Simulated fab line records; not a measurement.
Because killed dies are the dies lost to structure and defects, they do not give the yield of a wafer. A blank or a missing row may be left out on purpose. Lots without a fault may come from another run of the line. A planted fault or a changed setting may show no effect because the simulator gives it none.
Problem report in the 8D (eight disciplines) form, filled by code / flow n5_finfet / the parts of the form that need people (team, actions taken, sign-off) are left out
Where a reading is given only as a bound, like >300, the bound stands for it, and a mean or a difference that rests on one is marked > or <: the true number lies beyond.

== 1. WHAT WENT WRONG ==
At N5_ZERO_LAYER_INSPECT_20, raw_defect_count averages 379 over 9 wafers from 3 lots, while fault-free wafers read 37, standard deviation 16. That is +21 standard deviations from the usual mean.
The step: inspects for defects (darkfield).
Earliest sighting: wafer L840.1 on defect_inspect-01 at day 4 13:16. The record has a number at this step for 24 wafers belonging to 8 lots. By rule, "out" or "out of limits" means more than 4 standard deviations away from the usual mean. The rest of the wafers with a number are treated as sound.

== 2. WHAT IT IS AND WHAT IT IS NOT ==
question=which readings at this step | is=raw_defect_count | is not=-
question=which lots | is=L840, L841, L843 | is not=L828, L837, L845, L850, L851
question=which wafers of those lots | is=all that have a number | is not=-
question=read on which gauges | is=defect_inspect-01, defect_inspect-02 | is not=-
question=when | is=from day 4 13:16 | is not=up to then (6 sound wafers); but 9 sound wafers of L845, L850, L851 came after

== 3. SUSPECTS, AND WHAT RULES EACH OUT ==
Counting: any tool at a process step up to the reading is kept as a suspect provided that every lot that is out went through it and no sound lot did after the first of them.
- the gauge at N5_ZERO_LAYER_INSPECT_20 has been ruled out. Those wafers that are out were read across 2 gauges (defect_inspect-01, defect_inspect-02).
- plasma_asher-01 at N5_ZERO_LAYER_STRIP_24 (strips in O2): kept. It processed each lot that is out, first L840 at day 4 12:55, and no sound lot thereafter; up to then, the last sound lot it processed was L837 at day 3 18:58.
Left after counting: plasma_asher-01 at N5_ZERO_LAYER_STRIP_24.

== 4. THE CAUSE (what the simulator had put in) ==
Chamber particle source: plasma_asher-01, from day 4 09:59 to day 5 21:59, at N5_ZERO_LAYER_STRIP_24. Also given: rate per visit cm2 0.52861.
After counting, this tool was the only one left.

== 5. THE CHAIN OF EFFECTS, in route order ==
Each row: a reading where the mean over the struck wafers with a number is more than 3 standard deviations away from the usual. Only readings for which the record gives a usual standard deviation are gone through. hours: the time from each lot's start at the first step in this table that gives one to its start at this step, as a median over the lots. sigmas: the change in usual standard deviations.
hours=0; step=N5_ZERO_LAYER_INSPECT_20; reading=raw_defect_count; usual=37; on struck wafers=379; change=+342; sigmas=+21
hours=0; step=N5_WELL_APT_INSPECT_10; reading=raw_defect_count; usual=2.2; on struck wafers=>300; change=>+298; sigmas=+99 or more
hours=4; step=N5_WELL_APT_INSPECT_38; reading=raw_defect_count; usual=14; on struck wafers=355; change=+341; sigmas=+71
hours=255; step=N5_PASSIVATION_PROBE_49; reading=defect_limited_yield; usual=91.2 %; on struck wafers=84.2; change=-7.0; sigmas=-5.0
hours=255; step=N5_PASSIVATION_PROBE_49; reading=killed_at_front_end; usual=40; on struck wafers=132; change=+92; sigmas=+7.6
hours=255; step=N5_PASSIVATION_PROBE_49; reading=killed_dies; usual=103; on struck wafers=187; change=+84; sigmas=+4.9
hours=255; step=N5_PASSIVATION_PROBE_49; reading=sort_bin_5_function; usual=5.1 %; on struck wafers=10.2; change=+5.1; sigmas=+5.4
hours=255; step=N5_PASSIVATION_PROBE_49; reading=sort_n_pass; usual=1077; on struck wafers=993; change=-84; sigmas=-4.9
hours=255; step=N5_PASSIVATION_PROBE_49; reading=sort_yield_pct; usual=91.2 %; on struck wafers=84.2; change=-7.0; sigmas=-5.0
The process steps in it:
- N5_PASSIVATION_PROBE_49
Later steps that measure or inspect, where all struck wafers having a row at the step show a number for every such reading and not one has moved that far: N5_WELL_APT_CD_MEAS_25, N5_BEOL_M4_RC_MEAS_101.

== 6. WHAT WOULD HAVE CAUGHT IT SOONER ==
The first out-of-limits reading at a measuring or inspecting step in this record came at day 4 13:16, 3 hours after the fault's start at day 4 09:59.
Of the tool readings at N5_ZERO_LAYER_STRIP_24 for which the record gives a usual standard deviation, none was out on any struck wafer, so an alarm limit of 4 standard deviations on them would not have fired.
Among the 3 lots that are out, L841, L843 began N5_ZERO_LAYER_STRIP_24 on plasma_asher-01 after day 4 13:16. A hold on the tool at that time would have spared those 2.
